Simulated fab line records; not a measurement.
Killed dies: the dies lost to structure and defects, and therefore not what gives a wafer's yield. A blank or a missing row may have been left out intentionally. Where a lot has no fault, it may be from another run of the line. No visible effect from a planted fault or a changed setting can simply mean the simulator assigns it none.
A sampling plan put to the test ; flow nand-harc ; one fab line, 36 faults that these records tell of, each judged on the records of the lots that it struck; 1 more is left out, because the records don't allow judging it
The plan is the line's own looks: the steps of the route at which a gauge or an inspection reads the wafer and doesn't change it. Where struck wafers have a number at a look and the file lists that look's usual mean and standard deviation on fault-free wafers, the look can be judged. Caught: a look later than the fault's first step finds the struck wafers' mean 4 or more of those standard deviations (sigma) from the usual mean. On the tool: the identical test, applied to the tool's own readings at the steps of the fault. It also counts as caught if the struck wafers ran another recipe or if their record alone is blank.

THE FAULTS, as the simulator had put them in
1. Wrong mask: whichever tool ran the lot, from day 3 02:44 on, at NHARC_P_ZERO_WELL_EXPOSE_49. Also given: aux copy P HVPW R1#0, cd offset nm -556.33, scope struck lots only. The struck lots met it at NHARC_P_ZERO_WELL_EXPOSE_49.
2. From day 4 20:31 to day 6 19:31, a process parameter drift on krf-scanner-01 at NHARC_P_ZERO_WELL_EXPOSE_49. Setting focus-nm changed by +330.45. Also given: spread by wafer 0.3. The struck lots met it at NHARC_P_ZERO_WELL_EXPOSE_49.
3. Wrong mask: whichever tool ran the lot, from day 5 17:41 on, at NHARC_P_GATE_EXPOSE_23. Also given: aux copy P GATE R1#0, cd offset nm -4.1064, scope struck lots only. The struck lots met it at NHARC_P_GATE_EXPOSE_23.
4. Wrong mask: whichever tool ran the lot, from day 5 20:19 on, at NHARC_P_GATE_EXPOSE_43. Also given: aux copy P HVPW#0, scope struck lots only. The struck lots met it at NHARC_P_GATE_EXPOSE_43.
5. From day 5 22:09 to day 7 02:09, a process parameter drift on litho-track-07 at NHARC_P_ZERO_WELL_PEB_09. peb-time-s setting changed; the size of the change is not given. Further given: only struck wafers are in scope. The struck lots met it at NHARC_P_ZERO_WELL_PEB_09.
6. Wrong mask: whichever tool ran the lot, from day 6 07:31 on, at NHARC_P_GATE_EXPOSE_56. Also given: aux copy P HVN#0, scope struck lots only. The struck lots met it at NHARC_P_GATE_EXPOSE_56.
7. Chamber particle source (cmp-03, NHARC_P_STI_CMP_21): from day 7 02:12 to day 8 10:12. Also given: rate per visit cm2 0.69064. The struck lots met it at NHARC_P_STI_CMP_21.
8. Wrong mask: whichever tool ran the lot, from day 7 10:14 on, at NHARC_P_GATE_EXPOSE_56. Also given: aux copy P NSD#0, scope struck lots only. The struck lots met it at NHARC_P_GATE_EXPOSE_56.
9. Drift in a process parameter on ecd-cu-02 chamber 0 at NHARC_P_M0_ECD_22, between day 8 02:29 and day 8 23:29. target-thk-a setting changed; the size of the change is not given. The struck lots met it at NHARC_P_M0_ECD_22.
10. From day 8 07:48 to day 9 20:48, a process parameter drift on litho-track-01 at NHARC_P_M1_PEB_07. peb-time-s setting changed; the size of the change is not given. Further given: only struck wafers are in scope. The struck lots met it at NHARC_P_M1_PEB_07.
11. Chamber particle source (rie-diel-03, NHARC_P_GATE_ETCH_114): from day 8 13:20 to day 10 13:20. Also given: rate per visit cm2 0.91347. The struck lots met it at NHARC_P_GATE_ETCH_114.
12. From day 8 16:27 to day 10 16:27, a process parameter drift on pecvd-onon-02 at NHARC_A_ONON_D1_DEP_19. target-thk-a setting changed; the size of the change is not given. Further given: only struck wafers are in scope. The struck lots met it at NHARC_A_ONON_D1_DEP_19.
13. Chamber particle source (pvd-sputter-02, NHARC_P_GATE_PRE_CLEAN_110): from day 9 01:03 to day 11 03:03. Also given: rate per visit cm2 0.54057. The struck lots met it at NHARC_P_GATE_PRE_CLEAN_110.
14. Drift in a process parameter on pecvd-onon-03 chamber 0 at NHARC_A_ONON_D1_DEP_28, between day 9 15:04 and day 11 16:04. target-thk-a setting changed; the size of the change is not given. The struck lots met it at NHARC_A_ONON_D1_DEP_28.
15. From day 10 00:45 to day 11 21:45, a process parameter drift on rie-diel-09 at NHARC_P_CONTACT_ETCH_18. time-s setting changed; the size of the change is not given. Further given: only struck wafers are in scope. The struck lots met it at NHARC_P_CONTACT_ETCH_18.
16. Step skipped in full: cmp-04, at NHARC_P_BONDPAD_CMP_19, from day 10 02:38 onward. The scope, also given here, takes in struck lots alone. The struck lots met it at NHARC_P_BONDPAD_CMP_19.
17. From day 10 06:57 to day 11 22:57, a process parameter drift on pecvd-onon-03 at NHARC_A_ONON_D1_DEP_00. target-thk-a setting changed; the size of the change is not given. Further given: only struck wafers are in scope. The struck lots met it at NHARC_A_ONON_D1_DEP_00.
18. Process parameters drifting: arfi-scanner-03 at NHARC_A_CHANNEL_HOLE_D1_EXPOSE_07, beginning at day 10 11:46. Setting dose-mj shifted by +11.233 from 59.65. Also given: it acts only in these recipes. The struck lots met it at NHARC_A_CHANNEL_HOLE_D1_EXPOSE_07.
19. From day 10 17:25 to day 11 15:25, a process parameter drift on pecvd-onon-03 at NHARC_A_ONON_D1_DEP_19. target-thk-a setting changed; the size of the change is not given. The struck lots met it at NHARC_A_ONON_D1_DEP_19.
20. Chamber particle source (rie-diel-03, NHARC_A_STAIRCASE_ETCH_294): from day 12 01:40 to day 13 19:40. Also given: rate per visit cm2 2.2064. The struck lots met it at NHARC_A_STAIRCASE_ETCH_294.
21. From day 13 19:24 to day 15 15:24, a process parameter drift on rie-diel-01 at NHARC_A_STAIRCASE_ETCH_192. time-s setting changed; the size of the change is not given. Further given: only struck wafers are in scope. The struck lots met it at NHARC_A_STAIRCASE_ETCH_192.
22. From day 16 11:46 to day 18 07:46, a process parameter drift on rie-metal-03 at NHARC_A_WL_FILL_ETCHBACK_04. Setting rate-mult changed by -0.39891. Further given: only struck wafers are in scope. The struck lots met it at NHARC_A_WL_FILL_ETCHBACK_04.
23. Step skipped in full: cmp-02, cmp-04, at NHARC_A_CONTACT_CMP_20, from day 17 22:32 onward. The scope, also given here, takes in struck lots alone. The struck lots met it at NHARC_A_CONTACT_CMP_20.
24. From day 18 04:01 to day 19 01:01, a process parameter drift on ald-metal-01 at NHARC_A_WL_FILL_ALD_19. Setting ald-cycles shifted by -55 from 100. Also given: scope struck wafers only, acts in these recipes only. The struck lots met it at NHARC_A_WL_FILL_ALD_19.
25. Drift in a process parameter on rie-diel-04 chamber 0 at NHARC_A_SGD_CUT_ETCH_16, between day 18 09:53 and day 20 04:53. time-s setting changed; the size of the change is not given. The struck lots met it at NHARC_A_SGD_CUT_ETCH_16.
26. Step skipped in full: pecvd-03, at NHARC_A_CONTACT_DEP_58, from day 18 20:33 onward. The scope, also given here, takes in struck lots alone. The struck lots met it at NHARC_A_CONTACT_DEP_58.
27. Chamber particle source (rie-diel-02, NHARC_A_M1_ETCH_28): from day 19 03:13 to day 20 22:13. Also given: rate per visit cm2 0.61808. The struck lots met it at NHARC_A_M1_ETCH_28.
28. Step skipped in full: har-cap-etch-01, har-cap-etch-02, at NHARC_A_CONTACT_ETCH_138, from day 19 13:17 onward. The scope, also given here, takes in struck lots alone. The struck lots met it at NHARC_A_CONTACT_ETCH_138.
29. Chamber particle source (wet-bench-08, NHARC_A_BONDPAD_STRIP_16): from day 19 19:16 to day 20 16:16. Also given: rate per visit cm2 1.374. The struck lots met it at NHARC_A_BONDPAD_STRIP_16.
30. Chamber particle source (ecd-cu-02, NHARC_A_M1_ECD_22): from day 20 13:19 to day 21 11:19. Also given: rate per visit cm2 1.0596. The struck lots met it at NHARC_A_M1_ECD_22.
31. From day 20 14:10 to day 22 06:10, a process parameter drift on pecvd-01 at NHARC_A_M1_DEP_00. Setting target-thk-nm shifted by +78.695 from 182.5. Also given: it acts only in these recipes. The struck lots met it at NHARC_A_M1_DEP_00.
32. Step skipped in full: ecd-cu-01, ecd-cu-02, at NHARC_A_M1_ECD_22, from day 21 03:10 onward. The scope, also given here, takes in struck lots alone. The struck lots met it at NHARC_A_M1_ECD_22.
33. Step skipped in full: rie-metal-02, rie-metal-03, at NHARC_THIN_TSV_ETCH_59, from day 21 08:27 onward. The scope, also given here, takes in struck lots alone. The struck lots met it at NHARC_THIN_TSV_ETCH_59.
34. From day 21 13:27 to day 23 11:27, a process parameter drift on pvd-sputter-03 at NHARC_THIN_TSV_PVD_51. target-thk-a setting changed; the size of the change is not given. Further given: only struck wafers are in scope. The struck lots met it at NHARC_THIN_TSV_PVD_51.
35. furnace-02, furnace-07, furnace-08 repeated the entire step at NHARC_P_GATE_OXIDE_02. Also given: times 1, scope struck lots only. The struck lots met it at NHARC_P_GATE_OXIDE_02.
36. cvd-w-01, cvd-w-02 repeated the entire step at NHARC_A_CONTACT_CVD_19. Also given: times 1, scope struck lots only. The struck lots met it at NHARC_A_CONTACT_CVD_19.

WHAT THE PLAN SAW
fault;on the tool itself;first look that catches it;reading, sigma;median hours from its first step to that look;hours from the fault's start to the first struck lot there;judged looks passed uncaught
1;no reading that can be judged;NHARC_P_ZERO_WELL_CD_MEAS_52;cd-nm -99 or beyond;0.2;3;0
2;under 2 sigma;NHARC_P_ZERO_WELL_CD_MEAS_52;cd-nm +7.3;0.2;15;0
3;no reading that can be judged;NHARC_P_GATE_CD_MEAS_26;cd-nm -7.8;0.1;0;0
4;no reading that can be judged;NHARC_END_SORT_01;killed-at-periphery +99 or beyond;334.1;334;0
5;heater-power-total-W +58 sigma;NHARC_P_ZERO_WELL_CD_MEAS_11;cd-nm -7.6;0.1;21;0
6;no reading that can be judged;NHARC_END_SORT_01;killed-at-periphery +99 or beyond;339.7;338;0
7;under 2 sigma;NHARC_P_STI_INSPECT_25;raw-defect-count +4.5;9.9;14;0
8;no reading that can be judged;NHARC_END_SORT_01;killed-at-periphery +99 or beyond;337.7;339;0
9;under 2 sigma;no look after it can be judged;-;-;-;0
10;under 2 sigma;NHARC_P_M1_CD_MEAS_09;cd-nm +7.0;0.1;3;0
11;under 2 sigma;NHARC_P_GATE_INSPECT_68;raw-defect-count +4.6;19.2;28;0
12;under 2 sigma;NHARC_A_ONON_D1_THK_MEAS_21;thk-nm -6.8;0.5;5;0
13;no reading that can be judged;NHARC_END_SORT_01;killed-at-periphery +18;324.8;326;1
14;under 2 sigma;NHARC_A_ONON_D1_THK_MEAS_30;thk-nm -56;0.5;17;0
15;run-length-s -99 or beyond sigma;NHARC_END_SORT_01;killed-at-periphery +99 or beyond;342.5;347;0
16;the tool's record is blank for the struck wafers;NHARC_P_BONDPAD_THK_MEAS_20;thk-nm +99 or beyond;0.3;0;0
17;under 2 sigma;NHARC_A_ONON_D1_THK_MEAS_02;thk-nm +42;0.4;12;0
18;exposure-dose-mJ-cm2 +99 or beyond sigma;NHARC_A_CHANNEL_HOLE_D1_CD_MEAS_10;cd-nm +8.8;0.1;1;0
19;under 2 sigma;NHARC_A_ONON_D1_THK_MEAS_21;thk-nm -22;0.4;12;0
20;under 2 sigma;NHARC_END_SORT_01;killed-dies +8.7;202.4;207;0
21;run-length-s -23 sigma;NHARC_END_SORT_01;killed-at-array +64;197.3;202;0
22;oes-product-au -20 sigma;NHARC_END_SORT_01;killed-at-array +64;103.8;123;0
23;the tool's record is blank for the struck wafers;NHARC_A_CONTACT_INSPECT_23;raw-defect-count +15;0.4;1;0
24;under 2 sigma;NHARC_END_SORT_01;killed-at-array +64;81.0;82;0
25;run-length-s -99 or beyond sigma;NHARC_END_SORT_01;killed-at-array +64;135.5;155;0
26;the tool's record is blank for the struck wafers;NHARC_END_SORT_01;killed-dies +64;64.2;64;0
27;under 2 sigma;NHARC_END_SORT_01;sort_bin_3_pct +9.6;39.0;58;4
28;the tool's record is blank for the struck wafers;NHARC_END_SORT_01;killed-dies +64;53.5;56;0
29;no reading that can be judged;NHARC_END_SORT_01;sort_bin_3_pct +17;34.2;42;0
30;no reading that can be judged;NHARC_END_SORT_01;killed-at-array +40;49.7;54;0
31;no reading that can be judged;NHARC_END_SORT_01;sort_bin_2_pct +99 or beyond;38.7;47;0
32;the tool's record is blank for the struck wafers;NHARC_A_M1_THK_MEAS_24;thk-nm -77;1.1;2;0
33;the tool's record is blank for the struck wafers;NHARC_END_SORT_01;killed-at-other +99 or beyond;11.2;13;1
34;under 2 sigma;NHARC_END_SORT_01;killed-at-other +99 or beyond;12.2;18;0
35;under 2 sigma;NHARC_END_SORT_01;killed-at-periphery +99 or beyond;391.8;-;0
36;under 2 sigma;not the one look that can be judged after it;-;-;-;1
A dash: this means the fault isn't caught or the number doesn't appear in these records.

Caught at a look: 34 of 36. Caught on the tool: 12 of 36. By one or the other: 34 of 36.
Caught at a look alone: faults 1, 2, 3, 4, 6, 7, 8, 10, 11, 12, 13, 14, 17, 19, 20, 24, 27, 29, 30, 31, 34, 35.
Caught by neither: faults 9, 36.

THINNER SAMPLING
Were the look that catches a fault to measure just every second or every third lot (counted by lot number), the first struck lot would, at worst, be measured this late:
fault;struck lots at that look, in order of time;every lot;every second lot;every third lot
1;L185;3 h;may miss it;may miss it
2;L774, L776;15 h;may miss all 2;may miss all 2
3;L104;0 h;may miss it;may miss it
4;L476;334 h;may miss it;may miss it
5;L407;21 h;may miss it;may miss it
6;L395;338 h;may miss it;may miss it
7;L218, L220;14 h;may miss all 2;may miss all 2
8;L741;339 h;may miss it;may miss it
10;L217, L218;3 h;26 h;may miss all 2
11;L709, L711;28 h;may miss all 2;may miss all 2
12;L863, L866, L869;5 h;38 h;may miss all 3
13;L533;326 h;may miss it;may miss it
14;L874, L876;17 h;may miss all 2;may miss all 2
15;L136, L135;347 h;356 h;may miss all 2
16;L880, L883, L884;0 h;9 h;may miss all 3
17;L690, L692, L695;12 h;29 h;may miss all 3
18;L475, L477, L481, L478;1 h;26 h;may miss all 4
19;L800, L802;12 h;may miss all 2;may miss all 2
20;L134, L139;207 h;236 h;may miss all 2
21;L876, L875, L880;202 h;210 h;224 h
22;L266, L265, L268;123 h;130 h;may miss all 3
23;L610, L614;1 h;may miss all 2;may miss all 2
24;L505, L506, L512;82 h;90 h;may miss all 3
25;L491;155 h;may miss it;may miss it
26;L996, L995;64 h;73 h;may miss all 2
27;L395, L394;58 h;66 h;may miss all 2
28;L349, L351, L354;56 h;64 h;may miss all 3
29;L885, L884;42 h;51 h;may miss all 2
30;L634, L635;54 h;62 h;may miss all 2
31;L912, L914;47 h;may miss all 2;may miss all 2
32;L898, L901, L903;2 h;15 h;may miss all 3
33;L364, L366, L369;13 h;21 h;may miss all 3
34;L494, L493;18 h;38 h;may miss all 2
Hours are from the fault's start to the first struck lot that is measured. The test against the limit of 4 sigma pooled every struck wafer, which means one lot taken alone may stay below that limit. Other struck lots may not be in these records.

THE LONGEST TIMED WAY FROM STEP TO LOOK
In fault 35, a median of 391.8 hours elapses between NHARC_P_GATE_OXIDE_02 and NHARC_END_SORT_01. No look between them can be judged.
